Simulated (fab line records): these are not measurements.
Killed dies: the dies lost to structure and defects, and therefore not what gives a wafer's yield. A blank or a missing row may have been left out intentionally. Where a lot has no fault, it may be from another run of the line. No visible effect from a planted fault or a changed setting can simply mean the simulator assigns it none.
fab line records :: flow n5_finfet :: part 2 of 2: steps 27 to 35 of 35
[record]
  lots = 5
  wafers = 15
  last_day = 16
route steps=1938 shown BEOL_M5@1164 BEOL_M6@1194
lots untouched by any fault: they come from a run of this same line in which no faults occurred
start_h: the number of hours between the record's first day and the start of the first shown wafer of the lot :: wait_h: hours since the lot's step before :: " same as the row above :: L1.1+2: one row covering several wafers at once :: - either no value or no given start :: * or withheld: withheld :: < > ~ a bound
route shown NAME@n: NAME is a module with steps in the file, n the number in the route of the first one :: usual: mean and standard deviation over wafers with no fault :: same: alike in all rows :: chamber/n: place in a boat :: sites: each site's reading :: _std_site: their standard deviation :: _edge_site: inner sites' mean taken away from outer sites' mean :: radius_mm: how far each site lies from the wafer's centre :: mask NAME#n: copy n :: behind: the last tool/chamber to shape the wafer :: hold: why the lot was held/for how many hours/how that ended :: device: the n, p or np transistor that did not switch :: end of line: tests run on the same wafers once the route is complete :: a step with no rows: only its recipe :: killed: the dies lost at the first sort to structure and to defects; this is not the yield of the wafer :: map: a wafer's dies, marking killed ones x, the rest . and places with no die _
set.NAME: the setting the step ran with; set.NAME@STEP: the setting that earlier step ran with :: model.NAME: the simulator's own value behind a step, which no gauge read
lots at selected steps of the route; one table per step, one row per wafer
services: when a tool's chamber went out of use (start_h, in hours from the record's first day, below 0 if earlier), for how many hours, and the reason
[[steps]]
[step N5_BEOL_M5_PRE_CLEAN_55]
[recipe]
  gas = NH3
  time_s = 15
  temp_c = withheld
  rf_power_w = 300
lot.wafer: L086.1+5+6
tool: pecvd-01
chamber: 1,0,2
start_h: 239.61
wait_h: 0.1

lot.wafer: L085.2+3+6
tool: pecvd-03
chamber: 0,1,2
start_h: 257.03
wait_h: 0.1

lot.wafer: L091.2+3+6
tool: pecvd-03
chamber: 1,0,2
start_h: 283.62
wait_h: 0.1

lot.wafer: L094.1+2+3
tool: pecvd-01
chamber: 2,1,0
start_h: 297.00
wait_h: 0.1

lot.wafer: L095.1+4+6
tool: pecvd-01
chamber: 1,1,2
start_h: 304.42
wait_h: 0.1
[step N5_BEOL_M5_DEP_56]
[recipe]
  material = SiCN
  target_thk_a = 80
  temp_c = withheld
  precursor = 3MS/NH3
  pressure_torr = 3
  rf_w = 202
  time_s = 14
[usual]
  showerhead_plenum_p_Torr = 3.663/0.015
  throttle_valve_pct = 8.9/0.43
lot.wafer: L086.1
tool: pecvd-01
chamber: 1
start_h: 239.64
wait_h: 0.0
showerhead_plenum_p_Torr: 3.668
throttle_valve_pct: 9.0

lot.wafer: L086.5
tool: pecvd-01
chamber: 0
start_h: 239.64
wait_h: 0.0
showerhead_plenum_p_Torr: 3.658
throttle_valve_pct: 8.7

lot.wafer: L086.6
tool: pecvd-01
chamber: 2
start_h: 239.64
wait_h: 0.0
showerhead_plenum_p_Torr: 3.666
throttle_valve_pct: 8.4

lot.wafer: L085.2
tool: pecvd-03
chamber: 0
start_h: 257.06
wait_h: 0.0
showerhead_plenum_p_Torr: 3.679
throttle_valve_pct: 8.7

lot.wafer: L085.3
tool: pecvd-03
chamber: 1
start_h: 257.06
wait_h: 0.0
showerhead_plenum_p_Torr: 3.671
throttle_valve_pct: 9.6

lot.wafer: L085.6
tool: pecvd-03
chamber: 2
start_h: 257.06
wait_h: 0.0
showerhead_plenum_p_Torr: 3.648
throttle_valve_pct: 9.1

lot.wafer: L091.2
tool: pecvd-03
chamber: 1
start_h: 283.64
wait_h: 0.0
showerhead_plenum_p_Torr: 3.676
throttle_valve_pct: 9.6

lot.wafer: L091.3
tool: pecvd-03
chamber: 0
start_h: 283.64
wait_h: 0.0
showerhead_plenum_p_Torr: 3.673
throttle_valve_pct: 8.8

lot.wafer: L091.6
tool: pecvd-03
chamber: 2
start_h: 283.64
wait_h: 0.0
showerhead_plenum_p_Torr: 3.639
throttle_valve_pct: 9.0

lot.wafer: L094.1
tool: pecvd-01
chamber: 2
start_h: 297.03
wait_h: 0.0
showerhead_plenum_p_Torr: 3.676
throttle_valve_pct: 8.9

lot.wafer: L094.2
tool: pecvd-01
chamber: 1
start_h: 297.03
wait_h: 0.0
showerhead_plenum_p_Torr: 3.673
throttle_valve_pct: 9.0

lot.wafer: L094.3
tool: pecvd-01
chamber: 0
start_h: 297.03
wait_h: 0.0
showerhead_plenum_p_Torr: 3.659
throttle_valve_pct: 8.5

lot.wafer: L095.1
tool: pecvd-01
chamber: 1
start_h: 304.44
wait_h: 0.0
showerhead_plenum_p_Torr: 3.668
throttle_valve_pct: 9.2

lot.wafer: L095.4
tool: pecvd-01
chamber: 1
start_h: 304.44
wait_h: 0.0
showerhead_plenum_p_Torr: 3.664
throttle_valve_pct: 9.0

lot.wafer: L095.6
tool: pecvd-01
chamber: 2
start_h: 304.44
wait_h: 0.0
showerhead_plenum_p_Torr: 3.659
throttle_valve_pct: 8.6
[step N5_BEOL_M5_RS_MEAS_57]
[recipe]
  thk_meas_gauge = four-point-probe
  reads = Co_of_BEOL_M5_CO_CAP_78+Cu_of_BEOL_M5_ECD_50+Co_of_BEOL_M5_CVD_47+TaN_of_BEOL_M5_ALD_86
[usual]
  M5_RS = 0.384/0.014
lot.wafer: L086.1
tool: film_metro-02
chamber: -
start_h: 239.70
wait_h: 0.1
M5_RS[ohm/sq]: 0.399

lot.wafer: L086.5
tool: film_metro-02
chamber: -
start_h: 239.70
wait_h: 0.1
M5_RS[ohm/sq]: 0.394

lot.wafer: L086.6
tool: film_metro-02
chamber: -
start_h: 239.70
wait_h: 0.1
M5_RS[ohm/sq]: 0.381

lot.wafer: L085.2
tool: film_metro-02
chamber: -
start_h: 257.12
wait_h: 0.1
M5_RS[ohm/sq]: 0.374

lot.wafer: L085.3
tool: film_metro-02
chamber: -
start_h: 257.12
wait_h: 0.1
M5_RS[ohm/sq]: 0.408

lot.wafer: L085.6
tool: film_metro-02
chamber: -
start_h: 257.12
wait_h: 0.1
M5_RS[ohm/sq]: 0.401

lot.wafer: L091.2
tool: film_metro-01
chamber: -
start_h: 283.71
wait_h: 0.1
M5_RS[ohm/sq]: 0.389

lot.wafer: L091.3
tool: film_metro-01
chamber: -
start_h: 283.71
wait_h: 0.1
M5_RS[ohm/sq]: 0.398

lot.wafer: L091.6
tool: film_metro-01
chamber: -
start_h: 283.71
wait_h: 0.1
M5_RS[ohm/sq]: 0.382

lot.wafer: L094.1
tool: film_metro-01
chamber: -
start_h: 297.10
wait_h: 0.0
M5_RS[ohm/sq]: 0.402

lot.wafer: L094.2
tool: film_metro-01
chamber: -
start_h: 297.10
wait_h: 0.0
M5_RS[ohm/sq]: 0.383

lot.wafer: L094.3
tool: film_metro-01
chamber: -
start_h: 297.10
wait_h: 0.0
M5_RS[ohm/sq]: 0.388

lot.wafer: L095.1
tool: film_metro-01
chamber: -
start_h: 304.51
wait_h: 0.0
M5_RS[ohm/sq]: 0.385

lot.wafer: L095.4
tool: film_metro-01
chamber: -
start_h: 304.51
wait_h: 0.0
M5_RS[ohm/sq]: 0.373

lot.wafer: L095.6
tool: film_metro-01
chamber: -
start_h: 304.51
wait_h: 0.0
M5_RS[ohm/sq]: 0.369
[step N5_BEOL_M5_INSPECT_58]
[recipe]
  inspect_instrument = darkfield
  mode = post_dep
[usual]
  raw_defect_count = 77/22
lot.wafer: L086.1
tool: defect_inspect-02
chamber: -
start_h: 239.73
wait_h: 0.0
raw_defect_count: 95

lot.wafer: L086.5
tool: defect_inspect-02
chamber: -
start_h: 239.73
wait_h: 0.0
raw_defect_count: 83

lot.wafer: L086.6
tool: defect_inspect-02
chamber: -
start_h: 239.73
wait_h: 0.0
raw_defect_count: 94

lot.wafer: L085.2
tool: defect_inspect-02
chamber: -
start_h: 257.15
wait_h: 0.0
raw_defect_count: 69

lot.wafer: L085.3
tool: defect_inspect-02
chamber: -
start_h: 257.15
wait_h: 0.0
raw_defect_count: 68

lot.wafer: L085.6
tool: defect_inspect-02
chamber: -
start_h: 257.15
wait_h: 0.0
raw_defect_count: 48

lot.wafer: L091.2
tool: defect_inspect-02
chamber: -
start_h: 283.74
wait_h: 0.0
raw_defect_count: 112

lot.wafer: L091.3
tool: defect_inspect-02
chamber: -
start_h: 283.74
wait_h: 0.0
raw_defect_count: 100

lot.wafer: L091.6
tool: defect_inspect-02
chamber: -
start_h: 283.74
wait_h: 0.0
raw_defect_count: 60

lot.wafer: L094.1
tool: defect_inspect-01
chamber: -
start_h: 297.12
wait_h: 0.0
raw_defect_count: 87

lot.wafer: L094.2
tool: defect_inspect-01
chamber: -
start_h: 297.12
wait_h: 0.0
raw_defect_count: 70

lot.wafer: L094.3
tool: defect_inspect-01
chamber: -
start_h: 297.12
wait_h: 0.0
raw_defect_count: 86

lot.wafer: L095.1
tool: defect_inspect-02
chamber: -
start_h: 304.54
wait_h: 0.0
raw_defect_count: 115

lot.wafer: L095.4
tool: defect_inspect-02
chamber: -
start_h: 304.54
wait_h: 0.0
raw_defect_count: 61

lot.wafer: L095.6
tool: defect_inspect-02
chamber: -
start_h: 304.54
wait_h: 0.0
raw_defect_count: 82
[step N5_BEOL_M6_ILD_DEP_00]
[recipe]
  material = SiCOH_lowk
  target_thk_a = 1797.5
  temp_c = 300
  precursor = DEMS/porogen
  pressure_torr = 5
  rf_w = 500
  time_s = 33.4
[usual]
  heater_power_w = 314/36
  showerhead_plenum_p_Torr = 5.736/0.015
  throttle_valve_pct = 13.9/0.73
lot.wafer: L086.1
tool: pecvd-04
chamber: 1
start_h: 239.77
wait_h: 0.0
heater_power_w: 283
showerhead_plenum_p_Torr: 5.716
throttle_valve_pct: 13.8

lot.wafer: L086.5
tool: pecvd-04
chamber: 1
start_h: 239.77
wait_h: 0.0
heater_power_w: 297
showerhead_plenum_p_Torr: 5.726
throttle_valve_pct: 14.0

lot.wafer: L086.6
tool: pecvd-04
chamber: 0
start_h: 239.77
wait_h: 0.0
heater_power_w: 285
showerhead_plenum_p_Torr: 5.717
throttle_valve_pct: 15.0

lot.wafer: L085.2
tool: pecvd-01
chamber: 2
start_h: 257.19
wait_h: 0.0
heater_power_w: 375
showerhead_plenum_p_Torr: 5.729
throttle_valve_pct: 13.3

lot.wafer: L085.3
tool: pecvd-01
chamber: 1
start_h: 257.19
wait_h: 0.0
heater_power_w: 296
showerhead_plenum_p_Torr: 5.733
throttle_valve_pct: 14.0

lot.wafer: L085.6
tool: pecvd-01
chamber: 1
start_h: 257.19
wait_h: 0.0
heater_power_w: 307
showerhead_plenum_p_Torr: 5.728
throttle_valve_pct: 13.7

lot.wafer: L091.2
tool: pecvd-04
chamber: 0
start_h: 283.77
wait_h: 0.0
heater_power_w: 292
showerhead_plenum_p_Torr: 5.728
throttle_valve_pct: 15.3

lot.wafer: L091.3
tool: pecvd-04
chamber: 2
start_h: 283.77
wait_h: 0.0
heater_power_w: 262
showerhead_plenum_p_Torr: 5.725
throttle_valve_pct: 12.5

lot.wafer: L091.6
tool: pecvd-04
chamber: 2
start_h: 283.77
wait_h: 0.0
heater_power_w: 270
showerhead_plenum_p_Torr: 5.730
throttle_valve_pct: 12.6

lot.wafer: L094.1
tool: pecvd-04
chamber: 0
start_h: 297.16
wait_h: 0.0
heater_power_w: 254
showerhead_plenum_p_Torr: 5.739
throttle_valve_pct: 15.2

lot.wafer: L094.2
tool: pecvd-04
chamber: 2
start_h: 297.16
wait_h: 0.0
heater_power_w: 301
showerhead_plenum_p_Torr: 5.720
throttle_valve_pct: 12.6

lot.wafer: L094.3
tool: pecvd-04
chamber: 1
start_h: 297.16
wait_h: 0.0
heater_power_w: 340
showerhead_plenum_p_Torr: 5.729
throttle_valve_pct: 13.8

lot.wafer: L095.1
tool: pecvd-03
chamber: 0
start_h: 304.57
wait_h: 0.0
heater_power_w: 350
showerhead_plenum_p_Torr: 5.773
throttle_valve_pct: 13.4

lot.wafer: L095.4
tool: pecvd-03
chamber: 2
start_h: 304.57
wait_h: 0.0
heater_power_w: 272
showerhead_plenum_p_Torr: 5.716
throttle_valve_pct: 14.2

lot.wafer: L095.6
tool: pecvd-03
chamber: 1
start_h: 304.57
wait_h: 0.0
heater_power_w: 326
showerhead_plenum_p_Torr: 5.758
throttle_valve_pct: 14.9
[step N5_BEOL_M6_CURE_74]
[recipe]
  temp_c = 385
  time_s = 240
  ambient = He/Ar
  material = SiCOH_lowk
[usual]
  lamp_power_pct = 52.32/0.053
  wafer_temp_C_max = 386.8/0.61
lot.wafer: L086.1
tool: uv_cure-03
chamber: 1
start_h: 240.29
wait_h: 0.5
lamp_power_pct: 52.29
wafer_temp_C_max: 386.3

lot.wafer: L086.5
tool: uv_cure-03
chamber: 1
start_h: 240.29
wait_h: 0.5
lamp_power_pct: 52.35
wafer_temp_C_max: 386.1

lot.wafer: L086.6
tool: uv_cure-03
chamber: 1
start_h: 240.29
wait_h: 0.5
lamp_power_pct: 52.36
wafer_temp_C_max: 385.8

lot.wafer: L085.2
tool: uv_cure-01
chamber: 2
start_h: 257.33
wait_h: 0.1
lamp_power_pct: 52.38
wafer_temp_C_max: 387.0

lot.wafer: L085.3
tool: uv_cure-01
chamber: 2
start_h: 257.33
wait_h: 0.1
lamp_power_pct: 52.36
wafer_temp_C_max: 386.5

lot.wafer: L085.6
tool: uv_cure-01
chamber: 2
start_h: 257.33
wait_h: 0.1
lamp_power_pct: 52.33
wafer_temp_C_max: 387.4

lot.wafer: L091.2
tool: uv_cure-03
chamber: 1
start_h: 283.92
wait_h: 0.1
lamp_power_pct: 52.30
wafer_temp_C_max: 385.8

lot.wafer: L091.3
tool: uv_cure-03
chamber: 1
start_h: 283.92
wait_h: 0.1
lamp_power_pct: 52.34
wafer_temp_C_max: 386.2

lot.wafer: L091.6
tool: uv_cure-03
chamber: 1
start_h: 283.92
wait_h: 0.1
lamp_power_pct: 52.35
wafer_temp_C_max: 386.0

lot.wafer: L094.1
tool: uv_cure-03
chamber: 2
start_h: 297.35
wait_h: 0.2
lamp_power_pct: 52.25
wafer_temp_C_max: 387.4

lot.wafer: L094.2
tool: uv_cure-03
chamber: 2
start_h: 297.35
wait_h: 0.2
lamp_power_pct: 52.28
wafer_temp_C_max: 386.6

lot.wafer: L094.3
tool: uv_cure-03
chamber: 2
start_h: 297.35
wait_h: 0.2
lamp_power_pct: 52.33
wafer_temp_C_max: 387.1

lot.wafer: L095.1
tool: uv_cure-01
chamber: 0
start_h: 304.64
wait_h: 0.0
lamp_power_pct: 52.30
wafer_temp_C_max: 387.4

lot.wafer: L095.4
tool: uv_cure-01
chamber: 0
start_h: 304.64
wait_h: 0.0
lamp_power_pct: 52.36
wafer_temp_C_max: 387.4

lot.wafer: L095.6
tool: uv_cure-01
chamber: 0
start_h: 304.64
wait_h: 0.0
lamp_power_pct: 52.32
wafer_temp_C_max: 387.1
[step N5_BEOL_M6_THK_MEAS_01]
[recipe]
  reads = SiCOH_lowk_of_BEOL_M6_ILD_DEP_00
[usual]
  M6_ILD_THK = 154.9/1.9
lot.wafer: L086.1
tool: film_metro-02
chamber: -
start_h: 240.81
wait_h: 0.4
M6_ILD_THK[nm]: 150.9

lot.wafer: L086.5
tool: film_metro-02
chamber: -
start_h: 240.81
wait_h: 0.4
M6_ILD_THK[nm]: 154.8

lot.wafer: L086.6
tool: film_metro-02
chamber: -
start_h: 240.81
wait_h: 0.4
M6_ILD_THK[nm]: 155.1

lot.wafer: L085.2
tool: film_metro-02
chamber: -
start_h: 257.77
wait_h: 0.4
M6_ILD_THK[nm]: 156.2

lot.wafer: L085.3
tool: film_metro-02
chamber: -
start_h: 257.77
wait_h: 0.4
M6_ILD_THK[nm]: 155.2

lot.wafer: L085.6
tool: film_metro-02
chamber: -
start_h: 257.77
wait_h: 0.4
M6_ILD_THK[nm]: 155.6

lot.wafer: L091.2
tool: film_metro-02
chamber: -
start_h: 284.35
wait_h: 0.4
M6_ILD_THK[nm]: 152.7

lot.wafer: L091.3
tool: film_metro-02
chamber: -
start_h: 284.35
wait_h: 0.4
M6_ILD_THK[nm]: 153.9

lot.wafer: L091.6
tool: film_metro-02
chamber: -
start_h: 284.35
wait_h: 0.4
M6_ILD_THK[nm]: 156.0

lot.wafer: L094.1
tool: film_metro-01
chamber: -
start_h: 297.87
wait_h: 0.4
M6_ILD_THK[nm]: 152.4

lot.wafer: L094.2
tool: film_metro-01
chamber: -
start_h: 297.87
wait_h: 0.4
M6_ILD_THK[nm]: 152.6

lot.wafer: L094.3
tool: film_metro-01
chamber: -
start_h: 297.87
wait_h: 0.4
M6_ILD_THK[nm]: 153.1

lot.wafer: L095.1
tool: film_metro-02
chamber: -
start_h: 305.15
wait_h: 0.4
M6_ILD_THK[nm]: 154.9

lot.wafer: L095.4
tool: film_metro-02
chamber: -
start_h: 305.15
wait_h: 0.4
M6_ILD_THK[nm]: 157.6

lot.wafer: L095.6
tool: film_metro-02
chamber: -
start_h: 305.15
wait_h: 0.4
M6_ILD_THK[nm]: 157.5
[step N5_BEOL_M6_PECVD_70]
[recipe]
  material = SiO2
  target_thk_a = 200
  temp_c = 400
  precursor = TEOS/O2
  pressure_torr = 5.5
  rf_w = 450
  teos_flow_sccm = 53.8
  gas = O2
  flow_sccm = 3000
  time_s = 22.7
[usual]
  heater_power_w = 734/72
  showerhead_plenum_p_Torr = 8.78/0.054
  throttle_valve_pct = 22.1/0.9
lot.wafer: L086.1
tool: pecvd-01
chamber: 1
start_h: 240.84
wait_h: 0.0
heater_power_w: 791
showerhead_plenum_p_Torr: 8.83
throttle_valve_pct: 22.3

lot.wafer: L086.5
tool: pecvd-01
chamber: 2
start_h: 240.84
wait_h: 0.0
heater_power_w: 825
showerhead_plenum_p_Torr: 8.78
throttle_valve_pct: 21.2

lot.wafer: L086.6
tool: pecvd-01
chamber: 0
start_h: 240.84
wait_h: 0.0
heater_power_w: 715
showerhead_plenum_p_Torr: 8.72
throttle_valve_pct: 21.7

lot.wafer: L085.2
tool: pecvd-04
chamber: 0
start_h: 257.80
wait_h: 0.0
heater_power_w: 762
showerhead_plenum_p_Torr: 8.73
throttle_valve_pct: 24.8

lot.wafer: L085.3
tool: pecvd-04
chamber: 1
start_h: 257.80
wait_h: 0.0
heater_power_w: 734
showerhead_plenum_p_Torr: 8.72
throttle_valve_pct: 22.7

lot.wafer: L085.6
tool: pecvd-04
chamber: 0
start_h: 257.80
wait_h: 0.0
heater_power_w: 725
showerhead_plenum_p_Torr: 8.77
throttle_valve_pct: 24.3

lot.wafer: L091.2
tool: pecvd-01
chamber: 1
start_h: 284.39
wait_h: 0.0
heater_power_w: 730
showerhead_plenum_p_Torr: 8.78
throttle_valve_pct: 22.6

lot.wafer: L091.3
tool: pecvd-01
chamber: 2
start_h: 284.39
wait_h: 0.0
heater_power_w: 807
showerhead_plenum_p_Torr: 8.78
throttle_valve_pct: 21.0

lot.wafer: L091.6
tool: pecvd-01
chamber: 0
start_h: 284.39
wait_h: 0.0
heater_power_w: 703
showerhead_plenum_p_Torr: 8.73
throttle_valve_pct: 21.6

lot.wafer: L094.1
tool: pecvd-03
chamber: 2
start_h: 297.90
wait_h: 0.0
heater_power_w: 667
showerhead_plenum_p_Torr: 8.68
throttle_valve_pct: 22.5

lot.wafer: L094.2
tool: pecvd-03
chamber: 1
start_h: 297.90
wait_h: 0.0
heater_power_w: 781
showerhead_plenum_p_Torr: 8.85
throttle_valve_pct: 23.8

lot.wafer: L094.3
tool: pecvd-03
chamber: 0
start_h: 297.90
wait_h: 0.0
heater_power_w: 834
showerhead_plenum_p_Torr: 8.89
throttle_valve_pct: 21.7

lot.wafer: L095.1
tool: pecvd-01
chamber: 0
start_h: 305.19
wait_h: 0.0
heater_power_w: 690
showerhead_plenum_p_Torr: 8.72
throttle_valve_pct: 21.9

lot.wafer: L095.4
tool: pecvd-01
chamber: 1
start_h: 305.19
wait_h: 0.0
heater_power_w: 780
showerhead_plenum_p_Torr: 8.80
throttle_valve_pct: 22.4

lot.wafer: L095.6
tool: pecvd-01
chamber: 2
start_h: 305.19
wait_h: 0.0
heater_power_w: 732
showerhead_plenum_p_Torr: 8.80
throttle_valve_pct: 21.2
[step N5_BEOL_M6_HM_DEP_02]
[recipe]
  material = TiN
  target_thk_a = 200
  temp_c = 25
  chamber_pressure_pa = 0.49996
[usual]
  throttle_valve_pct = 29.9/0.93
lot.wafer: L086.1
tool: pvd_sputter-03
chamber: -
start_h: 241.97
wait_h: 1.1
throttle_valve_pct: 30.1

lot.wafer: L086.5
tool: pvd_sputter-03
chamber: -
start_h: 241.97
wait_h: 1.1
throttle_valve_pct: 30.0

lot.wafer: L086.6
tool: pvd_sputter-03
chamber: -
start_h: 241.97
wait_h: 1.1
throttle_valve_pct: 30.7

lot.wafer: L085.2
tool: pvd_sputter-02
chamber: -
start_h: 258.67
wait_h: 0.9
throttle_valve_pct: 31.3

lot.wafer: L085.3
tool: pvd_sputter-02
chamber: -
start_h: 258.67
wait_h: 0.9
throttle_valve_pct: 28.5

lot.wafer: L085.6
tool: pvd_sputter-02
chamber: -
start_h: 258.67
wait_h: 0.9
throttle_valve_pct: 28.9

lot.wafer: L091.2
tool: pvd_sputter-01
chamber: -
start_h: 285.25
wait_h: 0.8
throttle_valve_pct: 30.8

lot.wafer: L091.3
tool: pvd_sputter-01
chamber: -
start_h: 285.25
wait_h: 0.8
throttle_valve_pct: 31.0

lot.wafer: L091.6
tool: pvd_sputter-01
chamber: -
start_h: 285.25
wait_h: 0.8
throttle_valve_pct: 31.1

lot.wafer: L094.1
tool: pvd_sputter-01
chamber: -
start_h: 299.31
wait_h: 1.4
throttle_valve_pct: 28.2

lot.wafer: L094.2
tool: pvd_sputter-01
chamber: -
start_h: 299.31
wait_h: 1.4
throttle_valve_pct: 30.7

lot.wafer: L094.3
tool: pvd_sputter-01
chamber: -
start_h: 299.31
wait_h: 1.4
throttle_valve_pct: 29.8

lot.wafer: L095.1
tool: pvd_sputter-01
chamber: -
start_h: 305.83
wait_h: 0.6
throttle_valve_pct: 30.2

lot.wafer: L095.4
tool: pvd_sputter-01
chamber: -
start_h: 305.83
wait_h: 0.6
throttle_valve_pct: 30.9

lot.wafer: L095.6
tool: pvd_sputter-01
chamber: -
start_h: 305.83
wait_h: 0.6
throttle_valve_pct: 29.8
[[services]]
tool: cmp-04
chamber: -
start_h: 209.70
hours: 5.9
kind: pm

tool: pecvd-01
chamber: 1
start_h: 216.41
hours: 5.0
kind: repair

tool: ald_metal-03
chamber: -
start_h: 217.57
hours: 1.8
kind: repair

tool: cmp-02
chamber: -
start_h: 220.16
hours: 4.0
kind: pm

tool: ald_metal-04
chamber: -
start_h: 225.09
hours: 1.3
kind: repair

tool: pecvd-04
chamber: 2
start_h: 226.18
hours: 5.5
kind: scheduled_down

tool: uv_cure-01
chamber: -
start_h: 226.58
hours: 28.1
kind: pm

tool: ald_metal-04
chamber: 1
start_h: 236.48
hours: 6.2
kind: repair

tool: ecd_cu-02
chamber: -
start_h: 237.28
hours: 4.0
kind: repair

tool: cmp-02
chamber: -
start_h: 243.49
hours: 2.6
kind: repair

tool: ald_metal-02
chamber: 2
start_h: 254.25
hours: 10.7
kind: repair

tool: pecvd-03
chamber: -
start_h: 254.60
hours: 0.9
kind: repair

tool: uv_cure-01
chamber: -
start_h: 254.68
hours: 1.0
kind: pm

tool: pecvd-04
chamber: 1
start_h: 258.07
hours: 2.8
kind: repair

tool: uv_cure-03
chamber: -
start_h: 269.52
hours: 7.5
kind: pm

tool: cmp-04
chamber: -
start_h: 275.28
hours: 4.1
kind: repair

tool: pecvd-04
chamber: -
start_h: 277.54
hours: 5.4
kind: repair

tool: uv_cure-01
chamber: -
start_h: 284.06
hours: 7.5
kind: pm

tool: cvd_co-01
chamber: -
start_h: 284.64
hours: 1.2
kind: repair

tool: ald_metal-03
chamber: -
start_h: 291.59
hours: 6.4
kind: repair

tool: ald_metal-04
chamber: 3
start_h: 295.07
hours: 4.1
kind: repair

tool: uv_cure-02
chamber: -
start_h: 296.95
hours: 4.5
kind: pm

tool: cvd_co-02
chamber: -
start_h: 300.71
hours: 1.5
kind: repair

tool: cmp-04
chamber: -
start_h: 304.80
hours: 4.0
kind: pm
